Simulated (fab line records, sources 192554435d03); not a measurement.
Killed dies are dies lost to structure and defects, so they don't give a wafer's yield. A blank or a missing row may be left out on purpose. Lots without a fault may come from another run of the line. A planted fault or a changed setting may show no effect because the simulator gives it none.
fab line records | flow n5_finfet
record lots=6 wafers=18 last_day=18
route steps=1938 shown BEOL_M7@1278
lots that met no fault: from a run of the same line without faults
start_h: hours from the record's first day to the start of the lot's first wafer shown | wait_h: hours since the lot's step before | " the same as in the row above | L1.1+2: a row that stands for several wafers | - no value, or no start given | * or withheld: withheld | < > ~ a bound
route shown NAME@n: a module of which the file shows steps, and the number in the route of the first | usual: mean/standard deviation of fault-free wafers | same: alike in all rows | chamber/n: place in a boat | sites: the reading at each site | _std_site: their standard deviation | _edge_site: outer sites' mean less inner sites' | radius_mm: how far each site lies from the wafer's centre | mask NAME#n: copy n | behind: the tool/chamber that last shaped the wafer | hold: why the lot was held/for how many hours/how that ended | device: the transistor (n, p or np) that didn't switch | end of line: the same wafers' tests at the end of the route | a step without rows: its recipe alone | killed: dies lost to structure and defects at the first sort, not the wafer's yield | map: a wafer's dies, x killed, . not, _ none there
set.NAME: the setting as run; set.NAME@STEP: as run at that earlier step | model.NAME: the simulator's own value behind a step, which no gauge read
lots at some steps of the route; a table a step, a row a wafer
services: from which hour (start_h, from the record's first day; less than 0 if before it) a tool's chamber was out of use, for how many hours, and why
## steps
# step N5_BEOL_M7_INSPECT_13
# recipe mode=adi inspect_instrument=brightfield
# usual raw_defect_count=383/88
# columns lot.wafer tool chamber start_h wait_h raw_defect_count
L622.2 defect_inspect-02 - 219.90 0.0 310
L622.3 " - " " 330
L622.5 " - " " 303
L620.2 defect_inspect-01 - 223.84 0.0 419
L620.4 " - " " 547
L620.5 " - " " 443
L633.1 defect_inspect-02 - 292.92 0.0 274
L633.2 " - " " 415
L633.6 " - " " 373
L634.1 defect_inspect-01 - 301.00 0.0 482
L634.3 " - " " 469
L634.5 " - " " 388
L635.1 defect_inspect-01 - 304.02 0.0 454
L635.4 " - " " 356
L635.6 " - " " 441
L640.1 defect_inspect-01 - 338.80 0.0 521
L640.5 " - " " 405
L640.6 " - " " 524
# step N5_BEOL_M7_DESCUM_16
# recipe chemistry=O2 time_s=7.9 source_power_w=50 bias_power_w=20 pressure_mtorr=20 rf_frequency_hz=2.712e+07 temp_c=40 resist=CAR-ArF o2_flow_sccm=225
# usual drypump_motor_current_A=5.9/0.55 oes_product_au=0.81/0.097 rf_vpp_V=243.6/1.5 showerhead_plenum_p_Torr=2.11/0.08 throttle_valve_pct=20.37/0.17
# columns lot.wafer tool chamber start_h wait_h drypump_motor_current_A oes_product_au rf_hours_counter_h rf_vpp_V showerhead_plenum_p_Torr throttle_valve_pct
L622.2 rie_diel-04 1 221.50 1.6 5.4 0.91 20 243.6 2.13 20.27
L622.3 " 0 " " 5.4 0.75 170 244.6 2.17 20.54
L622.5 " 3 " " 6.8 0.68 - 243.8 1.98 20.24
L620.2 rie_diel-04 0 224.79 0.9 5.4 0.76 171 245.0 2.17 20.57
L620.4 " 1 " " 5.4 0.92 22 243.1 2.13 20.29
L620.5 " 1 " " 5.4 0.93 - 243.3 2.13 20.28
L633.1 rie_diel-03 2 292.95 0.0 5.5 0.70 224 244.5 2.06 20.56
L633.2 " 0 " " 5.1 0.71 204 242.1 1.99 20.36
L633.6 " 2 " " 5.5 0.70 - 242.6 2.06 20.57
L634.1 rie_diel-03 3 301.06 0.1 6.4 0.84 51 244.2 2.23 20.15
L634.3 " 2 " " 5.4 0.70 226 241.6 2.06 20.57
L634.5 " 3 " " 6.4 0.84 - 245.3 2.23 20.17
L635.1 rie_diel-04 1 304.05 0.0 5.4 0.87 46 245.1 2.12 20.32
L635.4 " 1 " " 5.4 0.88 - 244.2 2.12 20.34
L635.6 " 2 " " 6.1 0.95 - 242.4 2.06 20.29
L640.1 rie_diel-01 0 338.84 0.0 5.8 0.86 70 243.7 2.21 20.24
L640.5 " 2 " " 6.6 0.87 - 243.2 2.05 20.52
L640.6 " 3 " " 6.2 0.74 - 241.8 2.00 20.25
# step N5_BEOL_M7_ETCH_61
# recipe chemistry=CF4 target=SiARC target_depth_a=455 mask_material=CAR-ArF time_s=75.8 ion_energy_ev=80 pressure_mtorr=40 source_w=545 bias_w=36 Ar_flow_sccm=100 cf4_flow_sccm=100 ends=cleared
# usual drypump_motor_current_A=5.9/0.55 etch_rf_on_time_s=75.2/0.99 oes_product_au=0.69/0.083 rf_vpp_V=184.3/1.2 showerhead_plenum_p_Torr=2.16/0.077 throttle_valve_pct=15.57/0.19
# columns lot.wafer tool chamber start_h wait_h drypump_motor_current_A etch_rf_on_time_s oes_product_au rf_hours_counter_h rf_vpp_V showerhead_plenum_p_Torr throttle_valve_pct
L622.2 rie_diel-04 1 221.54 0.0 5.4 74.2 0.78 20 183.8 2.19 15.47
L622.3 " 0 " " 5.4 76.8 0.65 170 185.3 2.22 15.79
L622.5 " 3 " " 6.8 76.4 0.58 - 182.6 2.03 15.58
L620.2 rie_diel-04 0 224.82 0.0 5.4 76.1 0.65 171 184.1 2.22 15.78
L620.4 " 1 " " 5.4 74.1 0.78 22 183.8 2.19 15.47
L620.5 " 1 " " 5.4 74.4 0.78 - 184.7 2.19 15.49
L633.1 rie_diel-03 2 292.99 0.0 5.5 75.3 0.61 224 184.4 2.12 15.83
L633.2 " 0 " " 5.1 75.4 0.60 204 183.6 2.05 15.60
L633.6 " 2 " " 5.5 74.8 0.61 - 184.2 2.12 15.83
L634.1 rie_diel-03 3 301.10 0.0 6.4 76.0 0.72 51 186.7 2.26 15.31
L634.3 " 2 " " 5.5 74.9 0.60 226 184.8 2.12 15.84
L634.5 " 3 " " 6.4 76.2 0.72 - 184.2 2.26 15.30
L635.1 rie_diel-04 1 304.09 0.0 5.4 73.6 0.75 46 183.2 2.18 15.52
L635.4 " 1 " " 5.4 74.2 0.74 - 185.1 2.18 15.54
L635.6 " 2 " " 6.1 75.3 0.81 - 184.5 2.10 15.42
L640.1 rie_diel-01 0 338.87 0.0 5.9 75.2 0.73 70 184.2 2.25 15.41
L640.5 " 2 " " 6.5 75.2 0.74 - 184.5 2.09 15.56
L640.6 " 3 " " 6.2 76.4 0.63 - 182.0 2.05 15.49
# step N5_BEOL_M7_ETCH_62
# recipe chemistry=N2/H2 target=SOC target_depth_a=1100 overetch_a=220 mask_material=SiARC temp_c=40 time_s=165 ion_energy_ev=200 pressure_mtorr=30 source_w=840 bias_w=150 n2_flow_sccm=200 h2_flow_sccm=200
# usual drypump_motor_current_A=5.9/0.55 oes_product_au=0.68/0.077 rf_vpp_V=524.5/2.7 showerhead_plenum_p_Torr=2.56/0.096 throttle_valve_pct=17.77/0.22
# columns lot.wafer tool chamber start_h wait_h drypump_motor_current_A oes_product_au rf_hours_counter_h rf_vpp_V showerhead_plenum_p_Torr throttle_valve_pct
L622.2 rie_diel-04 1 221.60 0.0 5.4 0.77 20 526.2 2.59 17.63
L622.3 " 0 " " 5.4 0.65 170 526.7 2.65 18.06
L622.5 " 3 " " 6.8 0.57 - 519.3 2.41 17.64
L620.2 rie_diel-04 0 224.88 0.0 5.4 0.65 171 528.3 2.64 18.05
L620.4 " 1 " " 5.4 0.76 22 524.8 2.58 17.62
L620.5 " 1 " " 5.4 0.77 - 526.2 2.59 17.62
L633.1 rie_diel-03 2 293.04 0.0 5.5 0.60 224 522.6 2.51 18.11
L633.2 " 0 " " 5.1 0.60 204 519.9 2.42 17.71
L633.6 " 2 " " 5.5 0.60 - 522.6 2.51 18.14
L634.1 rie_diel-03 3 301.15 0.0 6.5 0.72 51 526.9 2.69 17.51
L634.3 " 2 " " 5.5 0.60 226 525.4 2.51 18.13
L634.5 " 3 " " 6.4 0.71 - 528.0 2.69 17.50
L635.1 rie_diel-04 1 304.14 0.0 5.4 0.73 46 524.3 2.57 17.67
L635.4 " 1 " " 5.4 0.73 - 525.4 2.57 17.67
L635.6 " 2 " " 6.1 0.80 - 521.6 2.49 17.68
L640.1 rie_diel-01 0 338.93 0.0 5.9 0.72 70 526.7 2.68 17.55
L640.5 " 2 " " 6.6 0.72 - 523.2 2.48 17.86
L640.6 " 3 " " 6.2 0.63 - 523.0 2.44 17.71
# step N5_BEOL_M7_STRIP_68
# recipe chemistry=N2/H2 temp_c=40 n2_flow_sccm=200 h2_flow_sccm=200 rf_frequency_hz=6e+07
# step N5_BEOL_M7_STRIP_67
# recipe chemistry=CF4 resist=SiARC power_w=300 bias_power_w=75 pressure_mtorr=50 cf4_flow_sccm=150 rf_frequency_hz=6e+07
# step N5_BEOL_M7_HM_OPEN_17
# recipe chemistry=Cl2/BCl3 target_depth_a=200 overetch_a=60 target=TiN mask_material=SOC ion_energy_ev=150 pressure_mtorr=10 icp_w=1000 bias_w=126 Cl2_flow_sccm=53.25 bcl3_flow_sccm=21.75 Ar_flow_sccm=25
# usual drypump_motor_current_A=5.81/0.29 oes_product_au=0.68/0.086 throttle_valve_pct=22.11/0.14
# columns lot.wafer tool chamber start_h wait_h drypump_motor_current_A oes_product_au rf_hours_counter_h throttle_valve_pct
L622.2 rie_metal-01 0 221.78 0.0 5.72 0.80 7 22.02
L622.3 " 1 " " 6.33 0.63 - 22.04
L622.5 " 0 " " 5.74 0.79 - 22.03
L620.2 rie_metal-02 1 225.06 0.0 5.48 0.62 55 22.11
L620.4 " 0 " " 5.38 0.74 - 22.26
L620.5 " 0 " " 5.40 0.74 - 22.27
L633.1 rie_metal-03 1 293.23 0.0 5.82 0.77 4 22.25
L633.2 " 0 " " 5.99 0.59 88 21.97
L633.6 " 1 " " 5.81 0.78 - 22.25
L634.1 rie_metal-01 0 301.34 0.0 5.73 0.74 15 22.05
L634.3 " 0 " " 5.75 0.76 - 22.05
L634.5 " 1 " " 6.34 0.61 - 22.08
L635.1 rie_metal-01 0 304.33 0.0 5.74 0.76 15 22.02
L635.4 " 0 " " 5.73 0.76 - 22.03
L635.6 " 0 " " 5.73 0.76 - 22.03
L640.1 rie_metal-02 0 339.11 0.0 5.36 0.70 28 22.30
L640.5 " 0 " " 5.39 0.71 - 22.31
L640.6 " 1 " " 5.47 0.60 - 22.14
# step N5_BEOL_M7_STRIP_19
# recipe chemistry=O2 power_w=400 temp_c=40 pressure_mtorr=30 rf_frequency_hz=6e+07 bias_power_w=0 overash_fraction=0.2 o2_flow_sccm=225
# step N5_BEOL_M7_CD_MEAS_18
# recipe pitch_nm=80 target_cd_nm=40
# usual cd_nm=39.9/0.5
# columns lot.wafer tool chamber start_h wait_h cd_nm
L622.2 cd_sem-03 - 222.02 0.1 39.6
L622.3 " - " " 39.8
L622.5 " - " " 39.8
L620.2 cd_sem-03 - 225.42 0.1 40.2
L620.4 " - " " 40.1
L620.5 " - " " 40.6
L633.1 cd_sem-01 - 293.41 0.0 39.2
L633.2 " - " " 39.2
L633.6 " - " " 39.1
L634.1 cd_sem-01 - 301.52 0.0 39.3
L634.3 " - " " 39.9
L634.5 " - " " 38.9
L635.1 cd_sem-03 - 304.60 0.0 40.0
L635.4 " - " " 39.9
L635.6 " - " " 39.8
L640.1 cd_sem-03 - 339.29 0.0 40.3
L640.5 " - " " 39.4
L640.6 " - " " 39.5
# step N5_BEOL_M7_COAT_63
# recipe resist=SOC temp_c=250 time_s=60 spin_rpm=1500 resist_thk_nm=60
# step N5_BEOL_M7_COAT_64
# recipe resist=SiARC temp_c=220 time_s=60 spin_rpm=1500 resist_thk_nm=12
# step N5_BEOL_M7_COAT_71
# recipe resist=underlayer temp_c=205 time_s=60 spin_rpm=1500 resist_thk_nm=5
# step N5_BEOL_M7_COAT_22
# recipe resist=CAR-EUV spin_rpm=1500 resist_thk_nm=30
# usual spin_speed_rpm=1500.1/1.2
# columns lot.wafer tool chamber start_h wait_h spin_speed_rpm model.CAR-EUV_of_BEOL_M7_COAT_22.thk_nm
L622.2 litho_track-04 0 222.19 - 1498.7 30
L622.3 " 0 " " 1500.6 30
L622.5 " 0 " " 1501.6 30
L620.2 litho_track-04 0 225.46 - 1497.1 30.2
L620.4 " 0 " " 1500.1 30.2
L620.5 " 0 " " 1501.7 30.2
L633.1 litho_track-03 0 297.56 - 1499.5 30.2
L633.2 " 0 " " 1498.0 30
L633.6 " 0 " " 1499.5 30
L634.1 litho_track-03 0 302.08 - 1578.2 29.2
L634.3 " 0 " " 1578.6 29.2
L634.5 " 0 " " 1579.1 29
L635.1 litho_track-03 0 305.21 - 1580.1 29.4
L635.4 " 0 " " 1578.2 29.2
L635.6 " 0 " " 1579.0 29.2
L640.1 litho_track-04 0 339.41 - 1499.2 30
L640.5 " 0 " " 1498.7 30
L640.6 " 0 " " 1501.8 30
# step N5_BEOL_M7_EBR_24
# recipe solvent=PGMEA ebr_width_mm=1.5
# step N5_BEOL_M7_SOFTBAKE_23
# recipe temp_c=110 time_s=60 resist=CAR-EUV
# step N5_BEOL_M7_EXPOSE_25
# recipe mask_id=V6 na=0.33 source_shape=annular sigma_inner=0.4 sigma_outer=0.8 polarization=unpolarized target_cd_nm=40 dose_mj=42.5
# step N5_BEOL_M7_PEB_26
# recipe peb_temp_c=100 peb_time_s=60 resist=CAR-EUV
# step N5_BEOL_M7_DEVELOP_27
# recipe develop_time_s=30 developer=TMAH resist=CAR-EUV rinse_liquid=surfactant_rinse dry=air_spin dev_temp_c=23
# step N5_BEOL_M7_CD_MEAS_28
# recipe target_cd_nm=40 landing_energy_ev=500 detector=se_inlens
# usual cd_nm=39.98/0.21
# columns lot.wafer tool chamber start_h wait_h cd_nm
L622.2 cd_sem-01 0 222.58 - 39.95
L622.3 " 0 " " 40.24
L622.5 " 0 " " 39.92
L620.2 cd_sem-01 0 225.72 - 39.97
L620.4 " 0 " " 39.73
L620.5 " 0 " " 40.18
L633.1 cd_sem-02 0 297.99 - 40.02
L633.2 " 0 " " 39.91
L633.6 " 0 " " 40.14
L634.1 cd_sem-01 0 302.46 - 39.50
L634.3 " 0 " " 39.89
L634.5 " 0 " " 39.94
L635.1 cd_sem-01 0 305.70 - 39.94
L635.4 " 0 " " 40.21
L635.6 " 0 " " 39.89
L640.1 cd_sem-01 0 339.80 - 39.70
L640.5 " 0 " " 39.85
L640.6 " 0 " " 39.73
# step N5_BEOL_M7_OVL_MEAS_29
# recipe points_per_wafer=522
# usual V6_OVL=-0.9/0.6
# columns lot.wafer tool chamber start_h wait_h V6_OVL[nm]
L622.2 overlay-01 0 222.61 0.0 -1.2
L622.3 " 0 " " -2.0
L622.5 " 0 " " -1.5
L620.2 overlay-02 0 225.76 0.0 -1.0
L620.4 " 0 " " -1.1
L620.5 " 0 " " -0.8
L633.1 overlay-01 0 298.02 0.0 -0.4
L633.2 " 0 " " -1.1
L633.6 " 0 " " -0.7
L634.1 overlay-01 0 302.49 0.0 -0.3
L634.3 " 0 " " -1.0
L634.5 " 0 " " -0.8
L635.1 overlay-01 0 305.73 0.0 -2.3
L635.4 " 0 " " -1.8
L635.6 " 0 " " -1.4
L640.1 overlay-01 0 339.83 0.0 -0.9
L640.5 " 0 " " -0.7
L640.6 " 0 " " -0.9
# step N5_BEOL_M7_INSPECT_30
# recipe mode=adi inspect_instrument=brightfield
# usual raw_defect_count=384/88
# columns lot.wafer tool chamber start_h wait_h raw_defect_count
L622.2 defect_inspect-01 - 222.67 0.0 315
L622.3 " - " " 306
L622.5 " - " " 322
L620.2 defect_inspect-02 - 225.81 0.0 372
L620.4 " - " " 509
L620.5 " - " " 418
L633.1 defect_inspect-01 - 298.08 0.1 298
L633.2 " - " " 449
L633.6 " - " " 373
L634.1 defect_inspect-01 - 302.55 0.1 453
L634.3 " - " " 459
L634.5 " - " " 381
L635.1 defect_inspect-02 - 305.78 0.1 454
L635.4 " - " " 338
L635.6 " - " " 377
L640.1 defect_inspect-02 - 340.09 0.2 497
L640.5 " - " " 387
L640.6 " - " " 511
# step N5_BEOL_M7_DESCUM_33
# recipe chemistry=O2 time_s=7 source_power_w=50 bias_power_w=20 pressure_mtorr=20 rf_frequency_hz=2.712e+07 temp_c=40 resist=CAR-EUV o2_flow_sccm=225
# step N5_BEOL_M7_ETCH_72
# recipe chemistry=N2/H2 target=underlayer target_depth_a=65 mask_material=CAR-EUV time_s=5.2 ion_energy_ev=200 pressure_mtorr=30 source_w=840 bias_w=150 n2_flow_sccm=200 h2_flow_sccm=200 ends=cleared
# step N5_BEOL_M7_ETCH_65
# recipe chemistry=CF4 target=SiARC target_depth_a=156 mask_material=CAR-EUV time_s=26 ion_energy_ev=80 pressure_mtorr=40 source_w=545 bias_w=36 Ar_flow_sccm=100 cf4_flow_sccm=100 ends=cleared
# usual drypump_motor_current_A=5.8/0.57 etch_rf_on_time_s=25.8/0.33 oes_product_au=0.68/0.077 rf_vpp_V=184.4/1.3 showerhead_plenum_p_Torr=2.16/0.079 throttle_valve_pct=15.58/0.19
# columns lot.wafer tool chamber start_h wait_h drypump_motor_current_A etch_rf_on_time_s oes_product_au rf_hours_counter_h rf_vpp_V showerhead_plenum_p_Torr throttle_valve_pct model.CAR-EUV_of_BEOL_M7_COAT_22.thk_nm
L622.2 rie_diel-03 1 224.18 0.0 6.1 25.8 0.62 155 186.6 2.22 15.74 11.2
L622.3 " 3 " " 6.4 25.9 0.76 26 186.4 2.27 15.27 11.2
L622.5 " 1 " " 6.1 26.0 0.62 - 184.3 2.22 15.73 11.2
L620.2 rie_diel-04 1 226.99 0.0 5.4 25.0 0.79 23 185.5 2.19 15.47 11.2
L620.4 " 3 " " 6.8 25.8 0.58 227 182.1 2.03 15.55 11.2
L620.5 " 3 " " 6.8 25.6 0.58 - 182.3 2.03 15.58 11.2
L633.1 rie_diel-01 0 298.16 0.0 5.8 25.3 0.75 59 186.0 2.26 15.38 11.2
L633.2 " 1 " " 4.7 25.4 0.76 34 185.2 2.18 15.54 11.2
L633.6 " 3 " " 6.2 25.7 0.65 - 183.7 2.06 15.49 11.2
L634.1 rie_diel-03 3 302.88 0.0 6.4 25.9 0.73 51 185.7 2.26 15.29 10.4
L634.3 " 1 " " 6.1 26.3 0.60 182 185.6 2.22 15.79 10.4
L634.5 " 3 " " 6.4 26.2 0.71 - 186.2 2.26 15.30 10.2
L635.1 rie_diel-03 3 306.10 0.0 6.4 26.0 0.72 53 187.0 2.26 15.31 10.4
L635.4 " 1 " " 6.1 26.3 0.60 - 185.8 2.22 15.79 10.4
L635.6 " 3 " " 6.4 26.3 0.72 - 185.9 2.26 15.32 10.4
L640.1 rie_diel-03 1 340.26 0.0 6.1 26.2 0.60 194 186.1 2.21 15.81 11.2
L640.5 " 2 " " 5.5 26.2 0.60 - 184.6 2.12 15.85 11
L640.6 " 3 " " 6.4 26.0 0.71 - 184.7 2.26 15.34 11.2
# step N5_BEOL_M7_ETCH_66
# recipe chemistry=N2/H2 target=SOC target_depth_a=800 overetch_a=160 mask_material=SiARC temp_c=40 time_s=120 ion_energy_ev=200 pressure_mtorr=30 source_w=840 bias_w=150 n2_flow_sccm=200 h2_flow_sccm=200
# usual drypump_motor_current_A=5.8/0.57 oes_product_au=0.60/0.066 rf_vpp_V=524.6/2.8 showerhead_plenum_p_Torr=2.56/0.099 throttle_valve_pct=17.77/0.22
# columns lot.wafer tool chamber start_h wait_h drypump_motor_current_A oes_product_au rf_hours_counter_h rf_vpp_V showerhead_plenum_p_Torr throttle_valve_pct
L622.2 rie_diel-03 1 224.21 0.0 6.1 0.56 155 527.6 2.65 17.86
L622.3 " 3 " " 6.4 0.67 26 528.6 2.70 17.46
L622.5 " 1 " " 6.1 0.56 - 528.1 2.65 17.86
L620.2 rie_diel-04 1 227.02 0.0 5.4 0.68 23 525.7 2.58 17.60
L620.4 " 3 " " 6.7 0.52 227 519.8 2.40 17.61
L620.5 " 3 " " 6.7 0.52 - 520.5 2.40 17.62
L633.1 rie_diel-01 0 298.19 0.0 5.8 0.67 59 528.0 2.69 17.55
L633.2 " 1 " " 4.7 0.67 34 524.8 2.60 17.78
L633.6 " 3 " " 6.2 0.58 - 520.4 2.44 17.70
L634.1 rie_diel-03 3 302.91 0.0 6.4 0.65 51 527.0 2.69 17.48
L634.3 " 1 " " 6.1 0.55 182 526.2 2.64 17.91
L634.5 " 3 " " 6.4 0.65 - 527.8 2.69 17.50
L635.1 rie_diel-03 3 306.13 0.0 6.4 0.64 53 527.9 2.69 17.49
L635.4 " 1 " " 6.1 0.54 - 526.1 2.64 17.91
L635.6 " 3 " " 6.4 0.64 - 528.6 2.69 17.51
L640.1 rie_diel-03 1 340.29 0.0 6.1 0.53 194 525.9 2.63 17.93
L640.5 " 2 " " 5.5 0.53 - 523.0 2.50 18.14
L640.6 " 3 " " 6.5 0.62 - 528.2 2.68 17.52
## services
# columns tool chamber start_h hours kind
rie_diel-04 - 211.67 2.8 pm
rie_diel-01 - 217.33 9.7 repair
rie_diel-04 - 217.33 2.1 repair
rie_diel-01 - 229.97 2.8 pm
rie_metal-03 1 230.89 - clean
rie_metal-03 1 230.89 21.3 scheduled_down
rie_metal-03 1 230.89 21.3 vent_cycle
rie_diel-04 1 239.23 6.4 repair
rie_diel-04 2 247.20 - clean
rie_diel-04 2 247.20 - consumable_replace:focus_ring
rie_diel-04 2 247.20 17.3 scheduled_down
rie_diel-04 2 247.20 17.3 vent_cycle
rie_diel-01 3 284.47 7.4 repair
rie_diel-04 3 295.36 - clean
rie_diel-04 3 295.36 - consumable_replace:focus_ring
rie_diel-04 3 295.36 - consumable_replace:showerhead
rie_diel-04 3 295.36 27.3 scheduled_down
rie_diel-04 3 295.36 27.3 vent_cycle
rie_metal-01 1 302.94 43.3 repair
litho_track-03 - 328.49 - consumable_replace:filter
## key
first_sign step=N5_BEOL_M7_COAT_22 reading=spin_speed_rpm direction=up sigmas=65 usual=* struck=*
effect none on later readings
model_effect step=N5_BEOL_M7_COAT_22 value=CAR-EUV_of_BEOL_M7_COAT_22.thk_nm without=29.93 struck=29.2
model_effect step=N5_BEOL_M7_ETCH_65 value=CAR-EUV_of_BEOL_M7_COAT_22.thk_nm without=11.1 struck=10.37
met_at N5_BEOL_M7_COAT_22
struck_wafers L634.1,L634.3,L634.5,L635.1,L635.4,L635.6
onset_between 297.56 302.08
fault kind=process_parameter_drift tool=litho_track-03 chamber=- onset_h=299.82 steps=N5_BEOL_M7_COAT_22 channel=spin_rpm offset=* shape=step end_h=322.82 acts_in=* stated=*
